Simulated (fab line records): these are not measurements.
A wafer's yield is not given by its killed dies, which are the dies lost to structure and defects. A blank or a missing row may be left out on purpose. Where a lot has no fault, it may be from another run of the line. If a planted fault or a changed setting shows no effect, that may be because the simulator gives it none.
Which tool did it? || flow nand-harc || 11 lots with 33 wafers sampled at 4 steps, on a route of 1302 steps

== WHAT EACH GAUGE READ, for each wafer ==
NHARC_P_GATE_CD_MEAS_91 targets a cd of 2000 nm.
{"lot": "L865", "measured": "day 7 01:53", "on": "cd-sem-02", "cd-nm (nm)": "1999.0 1999.9 2000.3"}
{"lot": "L867", "measured": "day 7 20:50", "on": "cd-sem-03", "cd-nm (nm)": "1999.8 2000.7 1999.0"}
{"lot": "L869", "measured": "day 8 21:17", "on": "cd-sem-01", "cd-nm (nm)": "2000.6 1999.3 1999.1"}
{"lot": "L872", "measured": "day 9 17:06", "on": "cd-sem-01", "cd-nm (nm)": "- - -"}
{"lot": "L874", "measured": "day 10 20:30", "on": "cd-sem-03", "cd-nm (nm)": "1997.3 1997.8 1999.8"}
{"lot": "L879", "measured": "day 12 21:14", "on": "cd-sem-02", "cd-nm (nm)": "2002.3 2002.3 2000.0"}
{"lot": "L881", "measured": "day 13 18:44", "on": "cd-sem-02", "cd-nm (nm)": "1999.5 2000.2 1999.8"}
{"lot": "L882", "measured": "day 13 23:26", "on": "cd-sem-03", "cd-nm (nm)": "2001.5 1999.2 1999.1"}
{"lot": "L883", "measured": "day 14 07:38", "on": "cd-sem-02", "cd-nm (nm)": "2000.6 2001.2 2003.0"}
{"lot": "L884", "measured": "day 15 03:27", "on": "cd-sem-01", "cd-nm (nm)": "2000.1 2001.2 1999.6"}
{"lot": "L885", "measured": "day 15 02:44", "on": "cd-sem-01", "cd-nm (nm)": "1998.5 1998.7 1998.8"}

== TOOL THAT RAN EACH LOT (tool first, then ch and the chambers of the sampled wafers, then the start) ==
{"lot": "L865", "NHARC_P_STI_DESCUM_14": "rie-diel-05 ch 1,3, day 4 01:55", "NHARC_P_STI_ETCH_15": "rie-si-03 ch 1,2,3, day 4 02:11", "NHARC_P_GATE_EXPOSE_88": "krf-scanner-03 ch 0, day 7 01:44"}
{"lot": "L867", "NHARC_P_STI_DESCUM_14": "rie-diel-08 ch 0,2, day 4 21:47", "NHARC_P_STI_ETCH_15": "rie-si-04 ch 0,1, day 4 22:04", "NHARC_P_GATE_EXPOSE_88": "krf-scanner-03 ch 0, day 7 20:41"}
{"lot": "L869", "NHARC_P_STI_DESCUM_14": "rie-diel-08 ch 1,2,3, day 5 17:25", "NHARC_P_STI_ETCH_15": "rie-si-04 ch 1,2,3, day 5 17:41", "NHARC_P_GATE_EXPOSE_88": "krf-scanner-04 ch 0, day 8 21:08"}
{"lot": "L872", "NHARC_P_STI_DESCUM_14": "rie-diel-08 ch 2,3, day 6 23:11", "NHARC_P_STI_ETCH_15": "rie-si-03 ch 0,1,2, day 6 23:28", "NHARC_P_GATE_EXPOSE_88": "krf-scanner-03 ch 0, day 9 16:56"}
{"lot": "L874", "NHARC_P_STI_DESCUM_14": "rie-diel-08 ch 1,2, day 7 23:55", "NHARC_P_STI_ETCH_15": "rie-si-03 ch 0,3, day 8 00:11", "NHARC_P_GATE_EXPOSE_88": "krf-scanner-04 ch 0, day 10 20:21"}
{"lot": "L879", "NHARC_P_STI_DESCUM_14": "rie-diel-05 ch 0,1,2, day 9 21:20", "NHARC_P_STI_ETCH_15": "rie-si-02 ch 0,3, day 9 21:39", "NHARC_P_GATE_EXPOSE_88": "krf-scanner-03 ch 0, day 12 21:05"}
{"lot": "L881", "NHARC_P_STI_DESCUM_14": "rie-diel-08 ch 0,1,3, day 10 18:43", "NHARC_P_STI_ETCH_15": "rie-si-02 ch 0,1, day 10 18:59", "NHARC_P_GATE_EXPOSE_88": "krf-scanner-03 ch 0, day 13 18:35"}
{"lot": "L882", "NHARC_P_STI_DESCUM_14": "rie-diel-13 ch 0,2,3, day 11 04:45", "NHARC_P_STI_ETCH_15": "rie-si-02 ch 1,2,3, day 11 05:02", "NHARC_P_GATE_EXPOSE_88": "krf-scanner-02 ch 0, day 13 23:17"}
{"lot": "L883", "NHARC_P_STI_DESCUM_14": "rie-diel-05 ch 0,2,3, day 11 14:40", "NHARC_P_STI_ETCH_15": "rie-si-04 ch 1,2, day 11 14:56", "NHARC_P_GATE_EXPOSE_88": "krf-scanner-03 ch 0, day 14 07:28"}
{"lot": "L884", "NHARC_P_STI_DESCUM_14": "rie-diel-05 ch 0,3, day 12 01:26", "NHARC_P_STI_ETCH_15": "rie-si-04 ch 0,2,3, day 12 01:44", "NHARC_P_GATE_EXPOSE_88": "krf-scanner-03 ch 0, day 15 03:18"}
{"lot": "L885", "NHARC_P_STI_DESCUM_14": "rie-diel-08 ch 1,3, day 12 10:39", "NHARC_P_STI_ETCH_15": "rie-si-02 ch 1,2,3, day 12 10:59", "NHARC_P_GATE_EXPOSE_88": "krf-scanner-03 ch 0, day 15 02:35"}
- NHARC_P_STI_DESCUM_14: chemistry O2, time 3 s.
- NHARC_P_STI_ETCH_15: etches the open film in HBr/Cl2, target depth 300 nm, time 100.1 s.
- NHARC_P_GATE_EXPOSE_88: exposes mask P HVN, target cd 2000 nm.

== THE ANSWER, worked out from the rows above alone ==
Rule: usual is defined by the lots themselves. The widest of any qualifying gaps counts: lots, ordered by their means at a reading, are off when they make up no more than a third of the lots, leave a main group of 4 or more, and stand apart from it by 3 or more times the standard deviation of that group's means. A main group whose means are all the same, to the digits that the tables above print for the reading, isn't used. Also off: a lot with no number at a reading for which 4 or more lots have one. All remaining lots with rows at the step are treated as sound.
Off, at NHARC_P_GATE_CD_MEAS_91 on cd-nm: L872. Without a number there: L872. The main group has a mean of 1999.9 nm with a standard deviation of 0.99.
If a tool, at a process step before that reading, ran all the lots that are off and no sound lot after the first of them, it fits. Those tools and the gauges at NHARC_P_GATE_CD_MEAS_91 are tried in the same way. Not one of the candidates tried fits.

== WHAT THE SIMULATOR HAD INSERTED ==
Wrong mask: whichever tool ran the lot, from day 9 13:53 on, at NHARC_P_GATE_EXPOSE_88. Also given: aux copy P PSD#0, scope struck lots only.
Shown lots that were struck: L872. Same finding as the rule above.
